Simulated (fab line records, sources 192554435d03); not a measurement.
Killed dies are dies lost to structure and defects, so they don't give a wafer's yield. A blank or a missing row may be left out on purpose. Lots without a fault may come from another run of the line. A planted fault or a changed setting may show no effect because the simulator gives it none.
Chamber matching | flow n5_finfet | N5_SD_EPI_P_DESCUM_14 on rie_diel-06: 4 sister chambers
The step chemistry O2, time 7.9 s. 22 wafers are shown with their chamber, then 11 later ones without.

WAFERS WITH THEIR CHAMBER
wafer  | chamber | showerhead_plenum_p_Torr (Torr) | drypump_motor_current_A (A) | rf_vpp_V (V)
L077.1 | 1       | 2.22                            | 6.6                         | 244.8
L077.2 | 2       | 2.08                            | 5.6                         | 241.9
L077.5 | 0       | 2.07                            | 5.8                         | 241.9
L079.2 | 3       | 2.06                            | 5.9                         | 241.9
L079.4 | 1       | 2.22                            | 6.6                         | 244.2
L079.5 | 3       | 2.06                            | 5.9                         | 242.3
L082.2 | 2       | 2.08                            | 5.7                         | 242.3
L082.3 | 1       | 2.22                            | 6.6                         | 247.0
L082.6 | 2       | 2.08                            | 5.7                         | 242.9
L084.4 | 0       | 2.07                            | 5.8                         | 243.2
L084.5 | 0       | 2.07                            | 5.7                         | 243.3
L084.6 | 1       | 2.22                            | 6.6                         | 245.8
L088.1 | 2       | 2.07                            | 5.6                         | 243.0
L088.4 | 2       | 2.07                            | 5.6                         | 243.8
L088.5 | 3       | 2.05                            | 5.9                         | 241.5
L090.3 | 0       | 2.07                            | 5.8                         | 242.2
L090.4 | 3       | 2.05                            | 5.9                         | 241.0
L090.6 | 0       | 2.07                            | 5.8                         | 242.2
L091.1 | 0       | 2.07                            | 5.8                         | 243.5
L091.2 | 3       | 2.05                            | 5.9                         | 241.9
L091.6 | 0       | 2.07                            | 5.8                         | 243.6
L094.1 | 1       | 2.21                            | 6.6                         | 244.8

SIGNATURES (means of the wafers above)
reading                  | chamber 0 | chamber 1 | chamber 2 | chamber 3 | scatter within a chamber
showerhead_plenum_p_Torr | 2.0700    | 2.2180    | 2.0760    | 2.0540    | 0.00422
drypump_motor_current_A  | 5.786     | 6.600     | 5.640     | 5.900     | 0.0338
rf_vpp_V                 | 242.843   | 245.320   | 242.780   | 241.720   | 0.781
Rule: a wafer's distance from a chamber is the root of the sum, over the readings, of the square of ((its reading less the chamber's mean) divided by the reading's scatter). The wafer belongs to the nearest chamber; if the next one is less than 2 further off, it can't be placed. The scatter: the root of (the sum of the squares of (reading less its chamber's mean) over the shown wafers, divided by (wafers less chambers)).

WAFERS WITHOUT THEIR CHAMBER
wafer  | showerhead_plenum_p_Torr (Torr) | drypump_motor_current_A (A) | rf_vpp_V (V)
L094.4 | 2.07                            | 5.6                         | 241.6
L094.6 | 2.07                            | 5.7                         | 242.5
L095.1 | 2.07                            | 5.7                         | 242.9
L095.4 | 2.21                            | 6.6                         | 244.6
L095.5 | 2.21                            | 6.6                         | 246.0
L097.2 | 2.21                            | 6.6                         | 244.9
L097.3 | 2.04                            | 5.9                         | 242.8
L097.6 | 2.04                            | 5.9                         | 242.0
L096.3 | 2.04                            | 5.9                         | 243.4
L096.4 | 2.07                            | 5.7                         | 241.5
L096.6 | 2.04                            | 5.9                         | 242.6

WHICH CHAMBER EACH WENT THROUGH
wafer  | from the rows above     | in truth
L094.4 | 2                       | 2
L094.6 | can't be placed: 2 or 0 | 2
L095.1 | can't be placed: 2 or 0 | 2
L095.4 | 1                       | 1
L095.5 | 1                       | 1
L097.2 | 1                       | 1
L097.3 | 3                       | 3
L097.6 | 3                       | 3
L096.3 | 3                       | 3
L096.4 | can't be placed: 2 or 0 | 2
L096.6 | 3                       | 3
Placed correctly: 8 of 11. Can't be placed from these rows: 3 (the true chamber is among the candidates in 3). Placed wrongly: 0.
